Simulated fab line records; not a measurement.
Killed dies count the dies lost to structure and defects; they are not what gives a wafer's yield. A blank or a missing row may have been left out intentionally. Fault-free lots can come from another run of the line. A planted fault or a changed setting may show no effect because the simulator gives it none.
The tool behind it: which one?    flow n5Finfet    9 lots, 27 wafers sampled, at 5 steps of a route of 1938

WHAT THE GAUGES SHOWED, per wafer
N5_HKMG_FIN_THK_MEAS_70: measures by xrf. Usual: HK_THK gives 1.594 nm (standard deviation 0.019).
lot   measured     on            HK_THK (nm)        flag
L384  day 4 00:25  filmMetro-02  1.620 1.581 1.623  
L388  day 5 04:05  filmMetro-01  1.605 1.581 1.604  
L389  day 5 11:04  filmMetro-01  1.603 1.617 1.607  
L390  day 5 16:03  filmMetro-01  1.585 1.579 1.584  
L393  day 6 08:10  filmMetro-01  1.594 1.572 1.596  
L402  day 8 19:38  filmMetro-01  1.594 1.583 1.597  
L403  day 9 05:08  filmMetro-02  1.650 1.575 1.618  
L404  day 9 08:32  filmMetro-01  1.619 1.597 1.589  
L405  day 9 12:50  filmMetro-01  1.598 1.597 1.589  

N5_BEOL_M4_RC_MEAS_101. Usual: DIBL_N 35.7 mV/V, standard deviation 1.5; DIBL_P 35.7 mV/V, standard deviation 2; IOFF_N 0.155 nA/um, standard deviation 0.026; IOFF_P 0.20 nA/um, standard deviation 0.031; ION_N 675 uA/um, standard deviation 11; ION_P 462 uA/um, standard deviation 7.1; SS_N 71.3 mV/dec, standard deviation 0.57; SS_P 73.1 mV/dec, standard deviation 0.56; VT_N 250 mV, standard deviation 3; VT_P -251 mV, standard deviation 3.
lot   measured      on         DIBL_N (mV/V)   DIBL_P (mV/V)   IOFF_N (nA/um)     IOFF_P (nA/um)  ION_N (uA/um)  ION_P (uA/um)  SS_N (mV/dec)   SS_P (mV/dec)   VT_N (mV)    VT_P (mV)       flag
L384  day 8 07:52   prober-02  36.7 37.2 35.3  36.3 36.8 34.4  0.153 0.171 0.142  0.21 0.23 0.18  667 673 666    459 459 461    71.6 71.7 71.2  72.7 73.6 72.6  251 250 252  -252 -249 -251  
L388  day 9 07:03   prober-02  36.1 37.1 35.4  34.7 34.5 32.9  0.165 0.181 0.140  0.21 0.20 0.18  674 694 678    460 468 464    72.0 72.9 71.3  72.9 73.0 72.6  248 248 251  -251 -252 -252  
L389  day 9 06:25   prober-01  32.8 30.9 34.8  32.8 30.8 34.6  0.124 0.101 0.152  0.17 0.14 0.19  669 638 676    460 444 460    71.5 69.9 71.7  72.4 71.8 72.7  251 256 247  -251 -255 -252  
L390  day 10 00:43  prober-01  36.2 37.4 35.3  37.5 38.2 36.8  0.178 0.200 0.169  0.24 0.24 0.22  685 684 686    470 469 475    71.6 71.5 70.8  72.9 73.6 72.9  246 245 247  -247 -246 -250  
L393  day 10 08:38  prober-01  34.8 36.7 36.9  33.6 35.2 35.2  0.122 0.161 0.152  0.17 0.18 0.19  652 677 675    450 459 450    71.1 71.2 71.0  73.1 73.7 72.9  255 248 253  -256 -256 -256  
L402  day 13 05:15  prober-02  33.4 34.1 34.6  34.3 34.8 35.3  0.121 0.133 0.136  0.14 0.15 0.15  668 677 677    450 455 456    71.4 71.6 71.7  72.9 72.9 72.8  253 250 250  -256 -257 -258  
L403  day 12 22:20  prober-01  34.8 36.9 36.3  33.1 36.3 35.8  0.112 0.160 0.146  0.18 0.23 0.22  654 682 679    458 474 468    71.0 71.2 71.5  72.4 73.0 72.6  255 248 250  -251 -247 -249  
L404  day 13 17:22  prober-01  34.4 33.9 36.7  34.9 34.4 37.3  0.137 0.128 0.166  0.18 0.18 0.21  666 659 675    456 456 459    71.0 71.1 71.2  72.7 72.4 73.2  251 252 250  -253 -255 -253  
L405  day 14 00:05  prober-02  31.0 36.2 37.6  29.9 35.2 38.5  0.093 0.162 0.201  0.14 0.20 0.26  657 678 679    459 460 464    69.6 71.8 71.5  71.6 73.4 73.3  255 248 249  -254 -250 -248  

EACH LOT AND THE TOOL THAT RAN IT (in order: tool; ch and the chambers of the sampled wafers; start)
lot   N5_HKMG_FIN_ETCH_54               N5_HKMG_FIN_ETCH_58               N5_HKMG_FIN_ALD_36
L384  rieDiel-01 ch 0,3, day 3 22:03    rieDiel-01 ch 0,3, day 3 22:19    aldMetal-01 ch 0,2,3, day 4 00:08
L388  rieDiel-03 ch 0,3, day 5 01:43    rieDiel-03 ch 0,3, day 5 01:59    aldMetal-02 ch 0,1, day 5 03:49
L389  rieDiel-03 ch 0,2,3, day 5 08:31  rieDiel-03 ch 0,2,3, day 5 08:47  aldMetal-01 ch 0,1,3, day 5 10:47
L390  rieDiel-03 ch 2,3, day 5 13:05    rieDiel-03 ch 2,3, day 5 13:22    aldMetal-04 ch 0,1, day 5 15:46
L393  rieDiel-01 ch 1,2,3, day 6 05:44  rieDiel-01 ch 1,2,3, day 6 06:00  aldMetal-01 ch 1,2, day 6 07:53
L402  rieDiel-06 ch 0,1,3, day 8 16:18  rieDiel-06 ch 0,1,3, day 8 16:34  aldMetal-01 ch 1,3, day 8 19:21
L403  rieDiel-03 ch 0,1, day 9 02:46    rieDiel-03 ch 0,1, day 9 03:01    aldMetal-01 ch 0,1,2, day 9 04:52
L404  rieDiel-03 ch 0,1,2, day 9 05:57  rieDiel-03 ch 0,1,2, day 9 06:13  aldMetal-02 ch 0,2,3, day 9 08:16
L405  rieDiel-01 ch 1,2, day 9 10:20    rieDiel-01 ch 1,2, day 9 10:37    aldMetal-01 ch 0,2, day 9 12:34
- N5_HKMG_FIN_ETCH_54: etches SiARC in CF4, target depth 45.5 nm, time 75.8 s.
- N5_HKMG_FIN_ETCH_58: etches SOC in N2/H2, target depth 215.8 nm, time 741 s.
- N5_HKMG_FIN_ALD_36: deposits TiN, target thk 1 nm, pulse time 1 s, purge time 3 s.

AS READ BY THE TOOLS THEMSELVES (means over the sampled wafers that have a number; for cases with no such wafer, the mark the record gives instead)
N5_HKMG_FIN_ETCH_54. Usual: drypumpMotorCurrentA 5.7 A, standard deviation 0.53; etchRfOnTimeS 75.0 s, standard deviation 1.9; oesProductAu 0.67 a.u., standard deviation 0.076; rfFwdPowerW 538.7 W, standard deviation 2.2; rfVppV 184.5 V, standard deviation 1.1; showerheadPlenumPTorr 2.18 Torr, standard deviation 0.068; throttleValvePct 15.57 %, standard deviation 0.18.
lot   tool        drypumpMotorCurrentA (A)  etchRfOnTimeS (s)  oesProductAu (a.u.)  rfFwdPowerW (W)  rfVppV (V)  showerheadPlenumPTorr (Torr)  throttleValvePct (%)  flag
L384  rieDiel-01  6.4                       76.5               0.66                 539.0            185.6       2.23                          15.50                 
L388  rieDiel-03  5.5                       75.0               0.79                 539.2            184.8       2.15                          15.33                 
L389  rieDiel-03  5.4                       73.8               0.76                 536.4            184.7       2.15                          15.51                 
L390  rieDiel-03  5.6                       73.6               0.72                 536.1            183.6       2.11                          15.63                 
L393  rieDiel-01  5.8                       74.1               0.65                 540.5            184.7       2.17                          15.59                 
L402  rieDiel-06  5.9                       75.5               0.68                 539.2            184.3       2.23                          15.58                 
L403  rieDiel-03  5.4                       78.4               0.64                 536.8            184.9       2.20                          15.55                 
L404  rieDiel-03  5.2                       79.1               0.67                 536.2            184.2       2.19                          15.59                 
L405  rieDiel-01  5.6                       75.1               0.62                 540.2            183.6       2.11                          15.58                 

N5_HKMG_FIN_ETCH_58. Usual: drypumpMotorCurrentA 5.7 A, standard deviation 0.53; oesProductAu 0.79 a.u., standard deviation 0.089; rfFwdPowerW 873.8 W, standard deviation 2.4; rfVppV 99.3 V, standard deviation 0.98; showerheadPlenumPTorr 2.59 Torr, standard deviation 0.093; throttleValvePct 17.74 %, standard deviation 0.21.
lot   tool        drypumpMotorCurrentA (A)  oesProductAu (a.u.)  rfFwdPowerW (W)  rfVppV (V)  showerheadPlenumPTorr (Torr)  throttleValvePct (%)  flag
L384  rieDiel-01  6.4                       0.78                 875.2            99.8        2.65                          17.64                 
L388  rieDiel-03  5.5                       0.92                 872.8            98.8        2.55                          17.49                 
L389  rieDiel-03  5.4                       0.88                 875.3            98.6        2.55                          17.72                 
L390  rieDiel-03  5.7                       0.85                 875.6            98.1        2.50                          17.76                 
L393  rieDiel-01  5.9                       0.76                 873.6            99.1        2.57                          17.69                 
L402  rieDiel-06  5.9                       0.78                 873.7            99.3        2.65                          17.69                 
L403  rieDiel-03  5.4                       0.78                 872.7            98.4        2.62                          17.74                 
L404  rieDiel-03  5.2                       0.81                 872.8            99.5        2.60                          17.84                 
L405  rieDiel-01  5.6                       0.73                 870.5            98.9        2.49                          17.57                 

N5_HKMG_FIN_ALD_36. Usual: heaterPowerW 868 W, standard deviation 88; precursorPulseHeightRel 1.002, standard deviation 0.019.
lot   tool         heaterPowerW (W)  precursorPulseHeightRel  flag
L384  aldMetal-01  814               1.020                    
L388  aldMetal-02  835               1.015                    
L389  aldMetal-01  800               1.011                    
L390  aldMetal-04  866               1.015                    
L393  aldMetal-01  772               0.987                    
L402  aldMetal-01  784               1.005                    
L403  aldMetal-01  800               1.023                    
L404  aldMetal-02  965               1.005                    
L405  aldMetal-01  796               1.020                    

THE ANSWER, worked out from the rows above alone
Rule: a lot is off if the mean of its wafers that have a number lies more than 3 standard deviations from the usual mean. Also off: a lot with no number at a reading for which 4 or more lots have one. The other lots that the step has rows for count as sound. First the gauges in route order, then the tools' own readings, where a lot's mean is used as printed above. The first step at which some lot is off is used, and at that step the reading that is off furthest; a lot without a number counts as furthest.
No lot is off on any of the readings shown, so nothing can be concluded from this.

WHAT THE SIMULATOR PUT IN
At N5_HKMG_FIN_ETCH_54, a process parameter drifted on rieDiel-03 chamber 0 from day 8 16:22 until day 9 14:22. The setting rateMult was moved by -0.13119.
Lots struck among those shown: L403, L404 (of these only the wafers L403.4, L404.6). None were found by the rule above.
